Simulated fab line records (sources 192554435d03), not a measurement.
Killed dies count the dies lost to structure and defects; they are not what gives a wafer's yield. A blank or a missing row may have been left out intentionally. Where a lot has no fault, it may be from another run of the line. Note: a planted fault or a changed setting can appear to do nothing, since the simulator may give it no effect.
fab line records	flow n5Finfet
record lots=24	wafers=72	lastDay=18
route steps=1938 shown BEOL_M11@1569 BEOL_M12@1613
lots that met no fault: from a run of the same line without faults
startH: start of the lot's first displayed wafer, in hours after the record's first day	waitH: time in hours since the lot's previous step	" the same as in the row above	L1.1+2: one row covering several wafers at once	- either no value or no given start	* or withheld: withheld	< > ~ a bound
route shown NAME@n: NAME is a module with steps in the file, n the number in the route of the first one	usual: mean/standard deviation of fault-free wafers	same: alike in all rows	chamber/n: place in a boat	sites: per-site readings	_std_site: the standard deviation of these	_edge_site: the outer-site mean with the inner-site mean subtracted	radiusMm: how far each site lies from the wafer's centre	mask NAME#n: copy n	behind: tool/chamber where the wafer was last shaped	hold: the reason the lot was held/the length of the hold in hours/how it ended	device: whichever transistor did not switch (one of n, p or np)	end of line: the tests these same wafers got at the end of their route	a step without rows: its recipe alone	killed: dies lost to structure and defects at the first sort, not the wafer's yield	map: a wafer's dies, marking killed ones x, the rest . and places with no die _
set.NAME: the setting the step ran with; set.NAME@STEP: the setting that earlier step ran with	model.NAME: the simulator's own value behind a step, which no gauge read
the route's steps for a sample of lots (tables are steps, rows are wafers)
services: from which hour (startH, from the record's first day; less than 0 if before it) a tool's chamber was out of use, for how many hours, and why
## steps
# step N5_BEOL_M11_OVL_MEAS_29
# recipe pointsPerWafer=44
# usual V10_OVL=-0.4/0.8
lot.wafer	tool	chamber	startH	waitH	V10_OVL[nm]
L074.1	overlay-02	0	232.71	0.0	-1.0
L074.4	"	0	"	"	-1.1
L074.5	"	0	"	"	-0.2
L076.1	overlay-02	0	246.34	0.0	1.0
L076.3	"	0	"	"	0.3
L076.5	"	0	"	"	1.3
L078.1	overlay-02	0	263.94	0.0	-0.4
L078.4	"	0	"	"	0.9
L078.5	"	0	"	"	-0.7
L075.3	overlay-02	0	267.65	0.0	-0.6
L075.5	"	0	"	"	-0.8
L075.6	"	0	"	"	-0.7
L077.1	overlay-01	0	274.74	0.0	-0.9
L077.5	"	0	"	"	-0.1
L077.6	"	0	"	"	-0.7
L083.1	overlay-01	0	288.27	0.0	-1.2
L083.2	"	0	"	"	0.5
L083.5	"	0	"	"	-0.1
L079.2	overlay-02	0	295.28	0.0	0.4
L079.4	"	0	"	"	-0.1
L079.6	"	0	"	"	0.2
L080.1	overlay-02	0	301.99	0.0	-0.3
L080.2	"	0	"	"	-0.4
L080.5	"	0	"	"	0.7
L081.1	overlay-02	0	302.16	0.0	1.1
L081.2	"	0	"	"	0.0
L081.5	"	0	"	"	0.1
L084.1	overlay-01	0	310.10	0.0	-1.4
L084.4	"	0	"	"	-2.0
L084.5	"	0	"	"	-1.6
L082.2	overlay-01	0	313.45	0.0	-0.1
L082.4	"	0	"	"	0.0
L082.5	"	0	"	"	0.8
L087.3	overlay-01	0	317.53	0.0	-1.4
L087.5	"	0	"	"	-1.3
L087.6	"	0	"	"	-2.0
L085.2	overlay-01	0	324.37	0.0	-1.9
L085.5	"	0	"	"	-1.8
L085.6	"	0	"	"	-1.4
L086.1	overlay-01	0	330.52	0.0	-0.2
L086.3	"	0	"	"	0.4
L086.4	"	0	"	"	0.1
L088.1	overlay-01	0	333.66	0.0	0.1
L088.2	"	0	"	"	0.9
L088.3	"	0	"	"	-0.9
L090.1	overlay-01	0	337.80	0.0	0.1
L090.4	"	0	"	"	-1.0
L090.5	"	0	"	"	-0.4
L089.1	overlay-02	0	343.84	0.0	-0.7
L089.4	"	0	"	"	-0.2
L089.6	"	0	"	"	-0.6
L091.1	overlay-01	0	357.69	0.0	-2.2
L091.4	"	0	"	"	-0.6
L091.5	"	0	"	"	-0.9
L092.1	overlay-02	0	357.87	0.0	-0.3
L092.4	"	0	"	"	0.5
L092.5	"	0	"	"	0.6
L093.1	overlay-02	0	361.73	0.0	0.0
L093.4	"	0	"	"	0.0
L093.6	"	0	"	"	0.2
L096.1	overlay-02	0	364.17	0.0	-0.9
L096.3	"	0	"	"	-0.4
L096.5	"	0	"	"	-0.2
L095.3	overlay-01	0	371.34	0.0	0.4
L095.5	"	0	"	"	-0.5
L095.6	"	0	"	"	0.3
L094.1	overlay-02	0	371.51	0.0	-2.0
L094.5	"	0	"	"	-0.3
L094.6	"	0	"	"	-0.5
L097.2	overlay-01	0	392.94	0.0	-1.5
L097.4	"	0	"	"	-2.2
L097.6	"	0	"	"	-0.9
# step N5_BEOL_M11_DESCUM_33
# recipe chemistry=O2	timeS=7.9	sourcePowerW=50	biasPowerW=20	pressureMtorr=20	rfFrequencyHz=2.712e+07	tempC=40	resist=CAR-ArF	o2FlowSccm=225
# usual drypumpMotorCurrentA=5.8/0.51	oesProductAu=0.78/0.1	rfVppV=243.3/1.4	showerheadPlenumPTorr=2.09/0.069	throttleValvePct=20.49/0.28
lot.wafer	tool	chamber	startH	waitH	drypumpMotorCurrentA	oesProductAu	rfHoursCounterH	rfVppV	showerheadPlenumPTorr	throttleValvePct
L074.1	rieDiel-02	2	232.77	0.0	5.6	0.74	151	244.1	2.10	20.27
L074.4	"	0	"	"	6.0	0.71	229	243.6	2.06	20.84
L074.5	"	0	"	"	6.0	0.71	-	244.0	2.06	20.84
L076.1	rieDiel-02	3	246.40	0.0	4.7	0.72	207	241.9	2.08	20.68
L076.3	"	1	"	"	5.9	0.90	28	245.9	2.22	20.02
L076.5	"	2	"	"	5.6	0.75	-	242.4	2.10	20.29
L078.1	rieDiel-02	3	264.00	0.0	4.8	0.71	212	241.3	2.08	20.70
L078.4	"	0	"	"	6.0	0.69	238	244.1	2.06	20.86
L078.5	"	0	"	"	6.0	0.68	-	242.4	2.06	20.86
L075.3	rieDiel-04	0	267.70	0.0	6.1	0.70	208	244.4	2.08	20.64
L075.5	"	0	"	"	6.1	0.70	-	242.8	2.08	20.63
L075.6	"	1	"	"	6.6	0.74	-	241.9	2.00	20.65
L077.1	rieDiel-02	3	274.79	0.0	4.7	0.71	215	243.7	2.08	20.70
L077.5	"	2	"	"	5.6	0.73	-	243.0	2.10	20.29
L077.6	"	1	"	"	5.9	0.89	-	245.6	2.21	20.01
L083.1	rieDiel-04	2	288.33	0.0	5.5	0.74	201	244.3	2.17	20.56
L083.2	"	3	"	"	5.6	0.94	18	245.3	2.23	20.47
L083.5	"	0	"	"	6.1	0.71	-	242.1	2.07	20.63
L079.2	rieDiel-02	0	295.50	0.2	6.0	0.69	248	242.2	2.06	20.89
L079.4	"	1	"	"	5.9	0.89	42	245.9	2.21	20.03
L079.6	"	1	"	"	5.9	0.89	-	245.4	2.21	20.05
L080.1	rieDiel-05	0	302.05	0.0	5.4	0.66	248	243.6	2.06	20.60
L080.2	"	2	"	"	5.5	0.89	21	243.0	2.04	20.04
L080.5	"	2	"	"	5.5	0.90	-	242.2	2.04	20.02
L081.1	rieDiel-04	2	302.21	0.0	5.5	0.73	205	243.7	2.17	20.57
L081.2	"	3	"	"	5.7	0.93	23	246.1	2.22	20.46
L081.5	"	2	"	"	5.5	0.72	-	245.6	2.17	20.57
L084.1	rieDiel-05	2	310.16	0.0	5.5	0.89	24	243.4	2.04	20.03
L084.4	"	0	"	"	5.4	0.67	-	244.0	2.05	20.58
L084.5	"	2	"	"	5.5	0.89	-	243.7	2.04	20.04
L082.2	rieDiel-04	3	313.70	0.2	5.7	0.92	26	244.7	2.22	20.47
L082.4	"	0	"	"	6.1	0.69	221	242.7	2.07	20.64
L082.5	"	1	"	"	6.5	0.74	-	241.0	1.99	20.68
L087.3	rieDiel-02	1	317.61	0.1	5.9	0.87	51	246.5	2.21	20.05
L087.5	"	1	"	"	5.9	0.86	-	246.2	2.21	20.05
L087.6	"	3	"	"	4.8	0.69	-	242.3	2.07	20.73
L085.2	rieDiel-02	3	324.42	0.0	4.8	0.70	230	243.0	2.07	20.72
L085.5	"	1	"	"	5.9	0.87	-	244.7	2.21	20.05
L085.6	"	0	"	"	6.0	0.98	-	241.4	2.06	20.48
L086.1	rieDiel-04	1	330.58	0.0	6.6	0.72	208	242.2	1.99	20.66
L086.3	"	0	"	"	6.1	0.69	227	241.5	2.07	20.66
L086.4	"	2	"	"	5.5	0.73	214	243.1	2.16	20.58
L088.1	rieDiel-05	2	333.72	0.0	5.5	0.87	35	242.2	2.04	20.05
L088.2	"	1	"	"	6.7	0.67	251	241.6	2.05	20.73
L088.3	"	3	"	"	5.6	0.69	237	242.3	2.06	21.00
L090.1	rieDiel-05	1	337.86	0.0	6.7	0.68	253	242.6	2.05	20.71
L090.4	"	3	"	"	5.6	0.69	-	242.2	2.06	21.02
L090.5	"	2	"	"	5.5	0.87	-	242.0	2.04	20.08
L089.1	rieDiel-02	0	343.90	0.0	6.0	0.94	7	243.1	2.05	20.51
L089.4	"	2	"	"	5.6	0.72	187	243.1	2.09	20.32
L089.6	"	3	"	"	4.8	0.69	-	243.2	2.07	20.74
L091.1	rieDiel-02	1	357.75	0.0	5.9	0.85	65	246.0	2.20	20.08
L091.4	"	0	"	"	6.0	0.94	11	243.3	2.05	20.52
L091.5	"	1	"	"	5.9	0.85	-	246.1	2.20	20.06
L092.1	rieDiel-02	2	358.21	0.3	5.6	0.70	192	242.9	2.09	20.34
L092.4	"	1	"	"	5.9	0.86	65	246.1	2.20	20.08
L092.5	"	0	"	"	6.0	0.94	-	243.9	2.05	20.52
L093.1	rieDiel-02	0	361.79	0.0	6.0	0.94	12	243.2	2.05	20.52
L093.4	"	3	"	"	4.8	0.69	242	242.6	2.07	20.75
L093.6	"	3	"	"	4.7	0.69	-	242.4	2.07	20.74
L096.1	rieDiel-05	3	364.23	0.0	5.6	0.68	249	242.1	2.06	21.00
L096.3	"	2	"	"	5.5	0.85	50	242.4	2.03	20.08
L096.5	"	2	"	"	5.5	0.84	-	241.4	2.03	20.08
L095.3	rieDiel-04	2	371.40	0.0	5.5	0.72	227	244.3	2.16	20.59
L095.5	"	3	"	"	5.7	0.89	-	242.9	2.22	20.50
L095.6	"	2	"	"	5.5	0.71	-	244.0	2.16	20.58
L094.1	rieDiel-04	0	371.86	0.3	6.2	0.67	239	243.6	2.07	20.66
L094.5	"	3	"	"	5.6	0.88	-	245.6	2.22	20.50
L094.6	"	0	"	"	6.1	0.69	-	242.4	2.07	20.67
L097.2	rieDiel-05	1	393.37	0.4	6.7	0.92	10	242.6	2.05	20.30
L097.4	"	3	"	"	5.6	0.96	2	243.9	2.06	20.68
L097.6	"	1	"	"	6.7	0.94	-	243.9	2.05	20.31
# step N5_BEOL_M11_ETCH_65
# recipe chemistry=CF4	target=SiARC	targetDepthA=390	maskMaterial=CAR-ArF	timeS=65	ionEnergyEv=80	pressureMtorr=40	sourceW=545	biasW=36	Ar_flow_sccm=100	cf4FlowSccm=100	ends=cleared
# usual drypumpMotorCurrentA=5.8/0.51	etchRfOnTimeS=64.9/0.95	oesProductAu=0.67/0.086	rfVppV=184.1/1.3	showerheadPlenumPTorr=2.15/0.07	throttleValvePct=15.69/0.28
lot.wafer	tool	chamber	startH	waitH	drypumpMotorCurrentA	etchRfOnTimeS	oesProductAu	rfHoursCounterH	rfVppV	showerheadPlenumPTorr	throttleValvePct
L074.1	rieDiel-02	2	232.80	0.0	5.6	64.6	0.64	151	184.2	2.14	15.46
L074.4	"	0	"	"	6.0	65.6	0.59	229	182.3	2.11	16.08
L074.5	"	0	"	"	6.0	66.2	0.59	-	182.9	2.11	16.07
L076.1	rieDiel-02	3	246.44	0.0	4.8	64.4	0.61	207	185.2	2.13	15.90
L076.3	"	1	"	"	5.9	64.0	0.78	28	185.4	2.28	15.28
L076.5	"	2	"	"	5.6	64.9	0.63	-	183.7	2.14	15.47
L078.1	rieDiel-02	3	264.03	0.0	4.7	64.6	0.62	212	183.7	2.13	15.91
L078.4	"	0	"	"	6.0	66.4	0.59	238	183.1	2.11	16.07
L078.5	"	0	"	"	6.0	65.7	0.59	-	182.8	2.11	16.07
L075.3	rieDiel-04	0	267.74	0.0	6.1	65.5	0.60	208	184.2	2.13	15.84
L075.5	"	0	"	"	6.1	66.1	0.60	-	183.3	2.13	15.84
L075.6	"	1	"	"	6.6	65.2	0.63	-	182.7	2.05	15.82
L077.1	rieDiel-02	3	274.83	0.0	4.7	65.0	0.60	215	183.6	2.13	15.91
L077.5	"	2	"	"	5.6	64.7	0.62	-	183.0	2.14	15.47
L077.6	"	1	"	"	5.9	64.3	0.76	-	185.0	2.27	15.28
L083.1	rieDiel-04	2	288.36	0.0	5.5	65.7	0.62	201	185.2	2.21	15.75
L083.2	"	3	"	"	5.6	63.5	0.81	18	185.7	2.27	15.59
L083.5	"	0	"	"	6.1	64.9	0.60	-	182.5	2.12	15.86
L079.2	rieDiel-02	0	295.54	0.0	6.0	66.4	0.58	248	183.6	2.11	16.11
L079.4	"	1	"	"	5.9	64.4	0.76	42	185.9	2.27	15.29
L079.6	"	1	"	"	5.9	65.2	0.75	-	185.2	2.27	15.30
L080.1	rieDiel-05	0	302.08	0.0	5.4	66.1	0.57	248	183.7	2.11	15.86
L080.2	"	2	"	"	5.5	64.6	0.76	21	182.6	2.10	15.21
L080.5	"	2	"	"	5.5	64.4	0.75	-	183.7	2.10	15.22
L081.1	rieDiel-04	2	302.25	0.0	5.5	65.0	0.62	205	184.3	2.21	15.77
L081.2	"	3	"	"	5.6	63.7	0.79	23	187.7	2.27	15.59
L081.5	"	2	"	"	5.5	65.1	0.62	-	185.0	2.21	15.77
L084.1	rieDiel-05	2	310.20	0.0	5.5	63.8	0.76	24	184.1	2.10	15.24
L084.4	"	0	"	"	5.4	64.7	0.57	-	182.9	2.11	15.87
L084.5	"	2	"	"	5.5	63.6	0.76	-	182.7	2.10	15.22
L082.2	rieDiel-04	3	313.73	0.0	5.6	64.4	0.78	26	186.6	2.27	15.61
L082.4	"	0	"	"	6.1	66.2	0.59	222	183.0	2.12	15.88
L082.5	"	1	"	"	6.6	64.8	0.63	-	181.8	2.04	15.84
L087.3	rieDiel-02	1	317.65	0.0	5.9	63.5	0.75	51	185.2	2.27	15.33
L087.5	"	1	"	"	5.9	63.1	0.75	-	186.0	2.27	15.31
L087.6	"	3	"	"	4.7	63.5	0.61	-	183.3	2.12	15.94
L085.2	rieDiel-02	3	324.46	0.0	4.8	64.7	0.61	230	183.3	2.12	15.96
L085.5	"	1	"	"	5.9	64.2	0.74	-	185.4	2.27	15.33
L085.6	"	0	"	"	6.0	63.3	0.84	-	183.4	2.11	15.60
L086.1	rieDiel-04	1	330.61	0.0	6.6	64.1	0.62	208	183.0	2.04	15.86
L086.3	"	0	"	"	6.1	65.8	0.58	227	183.1	2.12	15.88
L086.4	"	2	"	"	5.5	65.1	0.61	214	185.5	2.21	15.79
L088.1	rieDiel-05	2	333.75	0.0	5.5	65.2	0.74	35	184.2	2.10	15.25
L088.2	"	1	"	"	6.7	65.1	0.57	251	182.0	2.11	15.98
L088.3	"	3	"	"	5.6	68.4	0.58	237	183.2	2.11	16.17
L090.1	rieDiel-05	1	337.89	0.0	6.7	64.6	0.57	253	184.1	2.11	16.00
L090.4	"	3	"	"	5.6	67.1	0.58	-	183.7	2.11	16.20
L090.5	"	2	"	"	5.5	63.6	0.74	-	181.6	2.09	15.24
L089.1	rieDiel-02	0	343.93	0.0	6.0	65.0	0.80	7	183.3	2.10	15.62
L089.4	"	2	"	"	5.6	65.8	0.60	187	184.5	2.13	15.52
L089.6	"	3	"	"	4.7	65.4	0.60	-	183.6	2.12	15.95
L091.1	rieDiel-02	1	357.78	0.0	5.9	64.2	0.73	65	187.1	2.26	15.35
L091.4	"	0	"	"	6.1	64.2	0.80	11	183.7	2.10	15.60
L091.5	"	1	"	"	5.9	64.5	0.73	-	187.0	2.26	15.34
L092.1	rieDiel-02	2	358.24	0.0	5.6	65.1	0.60	192	183.4	2.13	15.53
L092.4	"	1	"	"	5.9	65.2	0.72	65	184.5	2.26	15.35
L092.5	"	0	"	"	6.0	64.7	0.79	-	184.0	2.10	15.61
L093.1	rieDiel-02	0	361.82	0.0	6.0	64.7	0.79	12	183.8	2.10	15.63
L093.4	"	3	"	"	4.8	65.2	0.59	242	181.7	2.12	15.96
L093.6	"	3	"	"	4.8	64.8	0.59	-	183.4	2.12	15.98
L096.1	rieDiel-05	3	364.27	0.0	5.6	67.1	0.58	249	183.6	2.10	16.22
L096.3	"	2	"	"	5.5	64.6	0.72	50	183.4	2.09	15.27
L096.5	"	2	"	"	5.5	64.0	0.72	-	184.5	2.09	15.27
L095.3	rieDiel-04	2	371.43	0.0	5.5	65.4	0.61	227	186.4	2.20	15.83
L095.5	"	3	"	"	5.7	64.7	0.76	-	187.1	2.26	15.65
L095.6	"	2	"	"	5.5	65.9	0.61	-	186.0	2.20	15.83
L094.1	rieDiel-04	0	371.89	0.0	6.1	65.5	0.58	239	183.1	2.12	15.92
L094.5	"	3	"	"	5.6	63.5	0.76	-	185.1	2.26	15.64
L094.6	"	0	"	"	6.1	65.6	0.57	-	184.2	2.12	15.91
L097.2	rieDiel-05	1	393.40	0.0	6.7	64.0	0.80	10	182.5	2.11	15.47
L097.4	"	3	"	"	5.6	65.1	0.81	2	183.6	2.10	15.71
L097.6	"	1	"	"	6.7	63.8	0.81	-	183.6	2.11	15.51
# step N5_BEOL_M11_SPUTTER_48
# recipe material=Cu	targetThkA=120	tempC=-20	biasV=60	powerW=26000	chamberPressurePa=0.13	timeS=2
# usual throttleValvePct=29.5/0.78
lot.wafer	tool	chamber	startH	waitH	throttleValvePct
L074.1	pvdSputter-02	-	234.61	0.1	29.3
L074.4	"	-	"	"	29.4
L074.5	"	-	"	"	28.0
L076.1	pvdSputter-01	-	250.97	0.1	30.6
L076.3	"	-	"	"	28.6
L076.5	"	-	"	"	28.6
L078.1	pvdSputter-01	-	265.97	0.1	30.8
L078.4	"	-	"	"	28.5
L078.5	"	-	"	"	29.8
L075.3	pvdSputter-03	-	270.11	0.1	28.7
L075.5	"	-	"	"	30.2
L075.6	"	-	"	"	29.1
L077.1	pvdSputter-03	-	276.37	0.1	28.7
L077.5	"	-	"	"	28.5
L077.6	"	-	"	"	29.3
L083.1	pvdSputter-02	-	290.31	0.1	29.4
L083.2	"	-	"	"	27.9
L083.5	"	-	"	"	30.4
L079.2	pvdSputter-03	-	297.47	0.1	30.4
L079.4	"	-	"	"	29.0
L079.6	"	-	"	"	30.3
L080.1	pvdSputter-02	-	303.97	0.1	30.5
L080.2	"	-	"	"	29.0
L080.5	"	-	"	"	29.8
L081.1	pvdSputter-02	-	304.15	0.1	28.1
L081.2	"	-	"	"	29.7
L081.5	"	-	"	"	30.3
L084.1	pvdSputter-03	-	314.08	0.1	29.3
L084.4	"	-	"	"	28.6
L084.5	"	-	"	"	29.6
L082.2	pvdSputter-01	-	316.51	1.0	28.4
L082.4	"	-	"	"	29.7
L082.5	"	-	"	"	29.7
L087.3	pvdSputter-03	-	321.20	0.2	29.7
L087.5	"	-	"	"	28.7
L087.6	"	-	"	"	29.2
L085.2	pvdSputter-01	-	326.66	0.2	29.9
L085.5	"	-	"	"	28.5
L085.6	"	-	"	"	30.2
L086.1	pvdSputter-03	-	333.60	1.4	30.2
L086.3	"	-	"	"	28.4
L086.4	"	-	"	"	29.7
L088.1	pvdSputter-03	-	335.60	0.2	29.8
L088.2	"	-	"	"	30.0
L088.3	"	-	"	"	28.6
L090.1	pvdSputter-02	-	339.70	0.1	30.3
L090.4	"	-	"	"	28.1
L090.5	"	-	"	"	29.5
L089.1	pvdSputter-01	-	346.15	0.4	28.6
L089.4	"	-	"	"	30.6
L089.6	"	-	"	"	29.8
L091.1	pvdSputter-01	-	359.93	0.1	28.5
L091.4	"	-	"	"	29.8
L091.5	"	-	"	"	29.8
L092.1	pvdSputter-02	-	360.52	0.3	29.6
L092.4	"	-	"	"	29.1
L092.5	"	-	"	"	27.9
L093.1	pvdSputter-01	-	363.84	0.1	29.8
L093.4	"	-	"	"	29.9
L093.6	"	-	"	"	30.5
L096.1	pvdSputter-02	-	366.44	0.1	29.6
L096.3	"	-	"	"	30.4
L096.5	"	-	"	"	29.8
L095.3	pvdSputter-02	-	374.38	0.2	30.5
L095.5	"	-	"	"	29.2
L095.6	"	-	"	"	29.8
L094.1	pvdSputter-01	-	374.98	0.3	29.7
L094.5	"	-	"	"	29.9
L094.6	"	-	"	"	28.5
L097.2	pvdSputter-03	-	395.54	0.1	30.2
L097.4	"	-	"	"	28.9
L097.6	"	-	"	"	28.5
# step N5_BEOL_M12_OVL_MEAS_11
# recipe pointsPerWafer=44
# usual V11_OVL=4/5.6
lot.wafer	tool	chamber	startH	waitH	V11_OVL[nm]
L074.1	overlay-01	0	236.21	0.0	4
L074.4	"	0	"	"	5
L074.5	"	0	"	"	3
L076.1	overlay-02	0	252.57	0.0	6
L076.3	"	0	"	"	4
L076.5	"	0	"	"	9
L078.1	overlay-01	0	267.84	0.0	1
L078.4	"	0	"	"	4
L078.5	"	0	"	"	2
L075.3	overlay-02	0	271.69	0.0	4
L075.5	"	0	"	"	0
L075.6	"	0	"	"	4
L077.1	overlay-02	0	278.69	0.0	3
L077.5	"	0	"	"	0
L077.6	"	0	"	"	14
L083.1	overlay-02	0	292.73	0.0	8
L083.2	"	0	"	"	8
L083.5	"	0	"	"	12
L079.2	overlay-02	0	299.06	0.0	1
L079.4	"	0	"	"	-2
L079.6	"	0	"	"	1
L080.1	overlay-02	0	305.66	0.0	15
L080.2	"	0	"	"	4
L080.5	"	0	"	"	7
L081.1	overlay-02	0	306.08	0.0	-1
L081.2	"	0	"	"	-1
L081.5	"	0	"	"	-1
L084.1	overlay-01	0	315.79	0.0	3
L084.4	"	0	"	"	1
L084.5	"	0	"	"	-1
L082.2	overlay-02	0	318.19	0.0	6
L082.4	"	0	"	"	2
L082.5	"	0	"	"	7
L087.3	overlay-02	0	323.45	0.0	8
L087.5	"	0	"	"	5
L087.6	"	0	"	"	9
L085.2	overlay-01	0	328.26	0.0	2
L085.5	"	0	"	"	4
L085.6	"	0	"	"	13
L086.1	overlay-02	0	335.24	0.0	1
L086.3	"	0	"	"	0
L086.4	"	0	"	"	5
L088.1	overlay-01	0	337.37	0.0	-1
L088.2	"	0	"	"	-2
L088.3	"	0	"	"	6
L090.1	overlay-02	0	341.30	0.0	12
L090.4	"	0	"	"	14
L090.5	"	0	"	"	18
L089.1	overlay-02	0	348.15	0.0	21
L089.4	"	0	"	"	10
L089.6	"	0	"	"	6
L091.1	overlay-02	0	361.65	0.0	9
L091.4	"	0	"	"	5
L091.5	"	0	"	"	4
L092.1	overlay-02	0	362.24	0.0	1
L092.4	"	0	"	"	7
L092.5	"	0	"	"	1
L093.1	overlay-01	0	365.44	0.0	0
L093.4	"	0	"	"	-5
L093.6	"	0	"	"	1
L096.1	overlay-01	0	367.93	0.0	2
L096.3	"	0	"	"	-3
L096.5	"	0	"	"	3
L095.3	overlay-01	0	375.87	0.0	5
L095.5	"	0	"	"	3
L095.6	"	0	"	"	4
L094.1	overlay-01	0	376.47	0.0	6
L094.5	"	0	"	"	8
L094.6	"	0	"	"	-2
L097.2	overlay-02	0	397.87	0.0	-5
L097.4	"	0	"	"	-4
L097.6	"	0	"	"	-3
# step N5_BEOL_M12_DESCUM_15
# recipe chemistry=O2	timeS=7.9	sourcePowerW=50	biasPowerW=20	pressureMtorr=20	rfFrequencyHz=2.712e+07	tempC=40	o2FlowSccm=225
# usual drypumpMotorCurrentA=5.8/0.41	oesProductAu=0.79/0.073	rfVppV=243.4/1.3	showerheadPlenumPTorr=2.10/0.068	throttleValvePct=20.49/0.29
lot.wafer	tool	chamber	startH	waitH	drypumpMotorCurrentA	oesProductAu	rfHoursCounterH	rfVppV	showerheadPlenumPTorr	throttleValvePct
L074.1	rieDiel-03	2	236.27	0.0	5.6	0.78	124	244.2	2.20	20.63
L074.4	"	0	"	"	6.0	0.70	241	243.9	2.16	20.81
L074.5	"	0	"	"	6.0	0.70	-	242.9	2.16	20.82
L076.1	rieDiel-03	0	252.62	0.0	6.0	0.70	247	244.1	2.16	20.84
L076.3	"	2	"	"	5.7	0.78	130	244.5	2.20	20.63
L076.5	"	1	"	"	5.8	0.85	-	244.2	2.22	20.16
L078.1	rieDiel-01	1	268.10	0.2	5.5	0.79	138	242.7	2.10	20.13
L078.4	"	3	"	"	6.1	0.88	35	241.8	2.04	19.94
L078.5	"	0	"	"	5.4	0.84	-	242.0	2.03	20.71
L075.3	rieDiel-06	0	271.75	0.0	5.8	0.73	168	243.7	2.10	20.60
L075.5	"	2	"	"	6.9	0.72	-	243.1	2.07	20.91
L075.6	"	0	"	"	5.7	0.74	-	243.1	2.10	20.59
L077.1	rieDiel-06	0	278.74	0.0	5.7	0.73	171	243.1	2.09	20.59
L077.5	"	0	"	"	5.7	0.73	-	243.2	2.09	20.59
L077.6	"	3	"	"	5.5	0.80	-	242.6	2.10	20.33
L083.1	rieDiel-06	2	292.79	0.0	6.8	0.71	220	242.4	2.07	20.91
L083.2	"	0	"	"	5.7	0.72	178	243.0	2.09	20.60
L083.5	"	2	"	"	6.8	0.71	-	242.0	2.07	20.92
L079.2	rieDiel-03	0	299.15	0.1	6.0	0.97	7	244.9	2.15	20.49
L079.4	"	1	"	"	5.8	0.83	-	244.8	2.21	20.20
L079.6	"	2	"	"	5.7	0.77	-	243.8	2.19	20.67
L080.1	rieDiel-03	3	305.72	0.0	5.1	0.99	2	246.5	2.23	20.29
L080.2	"	0	"	"	6.0	0.95	10	244.1	2.15	20.50
L080.5	"	1	"	"	5.8	0.83	-	245.6	2.21	20.18
L081.1	rieDiel-01	3	306.14	0.0	6.1	0.83	48	242.5	2.03	19.97
L081.2	"	2	"	"	5.9	0.70	231	244.0	2.16	20.72
L081.5	"	2	"	"	5.8	0.69	-	242.8	2.16	20.73
L084.1	rieDiel-01	1	315.95	0.1	5.5	0.77	154	243.3	2.10	20.16
L084.4	"	2	"	"	5.9	0.70	234	243.1	2.16	20.74
L084.5	"	1	"	"	5.5	0.77	-	244.0	2.10	20.17
L082.2	rieDiel-01	1	318.25	0.0	5.5	0.76	155	242.2	2.10	20.16
L082.4	"	2	"	"	5.8	0.70	235	243.5	2.16	20.73
L082.5	"	1	"	"	5.5	0.77	-	243.7	2.10	20.16
L087.3	rieDiel-06	3	323.50	0.0	5.4	0.79	138	242.2	2.10	20.35
L087.5	"	3	"	"	5.4	0.79	-	242.2	2.10	20.33
L087.6	"	0	"	"	5.7	0.72	-	244.2	2.09	20.62
L085.2	rieDiel-06	2	328.43	0.1	6.8	0.69	234	243.1	2.06	20.94
L085.5	"	1	"	"	5.7	0.77	-	242.1	2.01	20.74
L085.6	"	2	"	"	6.9	0.69	-	241.1	2.06	20.96
L086.1	rieDiel-01	3	335.45	0.2	6.1	0.84	58	242.2	2.03	19.99
L086.3	"	2	"	"	5.8	0.69	241	242.4	2.15	20.72
L086.4	"	0	"	"	5.4	0.81	87	242.7	2.02	20.74
L088.1	rieDiel-03	3	337.43	0.0	5.1	0.95	14	245.7	2.23	20.30
L088.2	"	2	"	"	5.6	0.75	161	244.8	2.18	20.69
L088.3	"	0	"	"	6.0	0.93	21	244.6	2.15	20.51
L090.1	rieDiel-06	3	341.36	0.0	5.4	0.77	145	242.8	2.10	20.34
L090.4	"	1	"	"	5.7	0.76	-	242.2	2.01	20.75
L090.5	"	0	"	"	5.8	0.71	-	242.9	2.08	20.64
L089.1	rieDiel-06	0	348.21	0.0	5.8	0.71	198	243.1	2.08	20.63
L089.4	"	2	"	"	6.8	0.69	240	242.5	2.06	20.96
L089.6	"	0	"	"	5.8	0.72	-	243.2	2.08	20.63
L091.1	rieDiel-06	1	361.72	0.0	5.7	0.77	142	240.9	2.00	20.78
L091.4	"	0	"	"	5.8	0.71	203	244.1	2.08	20.63
L091.5	"	3	"	"	5.4	0.77	-	244.1	2.09	20.36
L092.1	rieDiel-03	3	362.61	0.3	5.1	0.92	24	244.8	2.23	20.28
L092.4	"	2	"	"	5.6	0.75	171	246.2	2.18	20.67
L092.5	"	3	"	"	5.1	0.92	-	247.2	2.23	20.31
L093.1	rieDiel-01	3	365.49	0.0	6.1	0.82	70	243.0	2.02	20.01
L093.4	"	0	"	"	5.5	0.80	-	241.4	2.02	20.77
L093.6	"	3	"	"	6.1	0.81	-	240.7	2.02	20.01
L096.1	rieDiel-01	0	368.12	0.2	5.5	0.80	101	240.9	2.02	20.76
L096.3	"	1	"	"	5.5	0.75	175	241.3	2.09	20.21
L096.5	"	3	"	"	6.1	0.81	-	241.7	2.02	20.02
L095.3	rieDiel-01	0	375.94	0.0	5.4	0.79	104	239.8	2.01	20.77
L095.5	"	0	"	"	5.4	0.79	-	242.0	2.01	20.78
L095.6	"	1	"	"	5.6	0.75	-	243.5	2.09	20.20
L094.1	rieDiel-03	2	376.67	0.2	5.7	0.74	175	244.2	2.18	20.71
L094.5	"	3	"	"	5.1	0.91	-	245.3	2.22	20.33
L094.6	"	2	"	"	5.7	0.74	-	243.8	2.18	20.69
L097.2	rieDiel-01	2	397.93	0.0	5.9	0.95	9	243.6	2.15	20.36
L097.4	"	1	"	"	5.5	0.74	188	244.3	2.09	20.21
L097.6	"	0	"	"	5.5	0.79	-	242.3	2.01	20.78
## services
tool	chamber	startH	hours	kind
rieDiel-05	2	209.91	-	clean
rieDiel-05	2	209.91	-	consumableReplace:focusRing
rieDiel-04	3	210.24	-	clean
rieDiel-04	3	210.24	-	consumableReplace:focusRing
rieDiel-04	3	210.24	-	consumableReplace:showerhead
rieDiel-04	3	210.24	16.8	scheduledDown
rieDiel-04	3	210.24	16.8	ventCycle
rieDiel-01	1	247.05	2.6	repair
rieDiel-03	3	247.54	9.3	repair
rieDiel-03	-	267.25	1.6	repair
rieDiel-02	3	267.45	4.0	repair
rieDiel-02	-	275.75	2.8	pm
rieDiel-02	0	303.00	-	clean
rieDiel-02	0	303.00	-	consumableReplace:focusRing
rieDiel-02	0	303.00	19.1	scheduledDown
rieDiel-02	0	303.00	19.1	ventCycle
rieDiel-05	0	325.56	-	clean
rieDiel-05	0	325.56	-	consumableReplace:focusRing
rieDiel-05	0	325.56	16.5	scheduledDown
rieDiel-03	2	330.71	4.4	repair
rieDiel-06	-	370.27	2.8	pm
rieDiel-06	1	389.46	5.7	repair
rieDiel-03	3	390.81	4.9	repair
pvdSputter-01	-	397.33	2.9	repair
## key
fault none
